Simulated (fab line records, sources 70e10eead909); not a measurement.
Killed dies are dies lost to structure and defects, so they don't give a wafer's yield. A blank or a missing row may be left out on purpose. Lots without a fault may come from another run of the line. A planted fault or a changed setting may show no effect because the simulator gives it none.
Chamber matching | flow nand_harc | NHARC_P_M1_CMP_23 on cmp-02: 4 sister chambers
The step polishes, t overpolish 20 s, target thk 157.82 nm. 8 wafers are shown with their chamber, then 8 later ones without.

WAFERS WITH THEIR CHAMBER
wafer  | chamber | motor_current_A (A) | time_to_endpoint_s (s)
L081.2 | 0       | 13.3                | 30.9
L082.2 | 3       | 11.4                | 28.4
L082.4 | 1       | 12.6                | 26.7
L082.5 | 0       | 14.1                | 30.8
L083.2 | 1       | 12.2                | 21.9
L083.3 | 2       | 10.4                | 34.8
L083.4 | 3       | 11.6                | 29.3
L086.4 | 2       | 10.9                | 29.3

WAFERS WITHOUT THEIR CHAMBER
wafer  | motor_current_A (A) | time_to_endpoint_s (s)
L086.5 | 10.9                | 28.5
L086.6 | 13.7                | 29.3
L091.3 | 12.7                | 27.6
L091.4 | 11.4                | 28.6
L091.5 | 13.4                | 31.1
L096.2 | 11.6                | 30.1
L096.4 | 11.3                | 28.8
L096.5 | 13.3                | 33.4

WHICH CHAMBER EACH WENT THROUGH
wafer  | from the rows above          | in truth
L086.5 | can't be placed: 2 or 3      | 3
L086.6 | 0                            | 0
L091.3 | can't be placed: 1 or 0 or 3 | 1
L091.4 | 3                            | 3
L091.5 | 0                            | 0
L096.2 | 3                            | 3
L096.4 | can't be placed: 3 or 2      | 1
L096.5 | 0                            | 0
Placed correctly: 5 of 8. Can't be placed from these rows: 3 (the true chamber is among the candidates in 2). Placed wrongly: 0.
How it was worked out, from the rows above alone: a wafer's distance from a chamber is the root of the sum, over the readings, of the square of ((its reading less the chamber's mean) divided by the reading's scatter). The wafer belongs to the nearest chamber; if the next one is less than 2 further off, it can't be placed. A chamber's mean is the mean of its shown wafers. The scatter: the root of (the sum of the squares of (reading less its chamber's mean) over the shown wafers, divided by (wafers less chambers)).
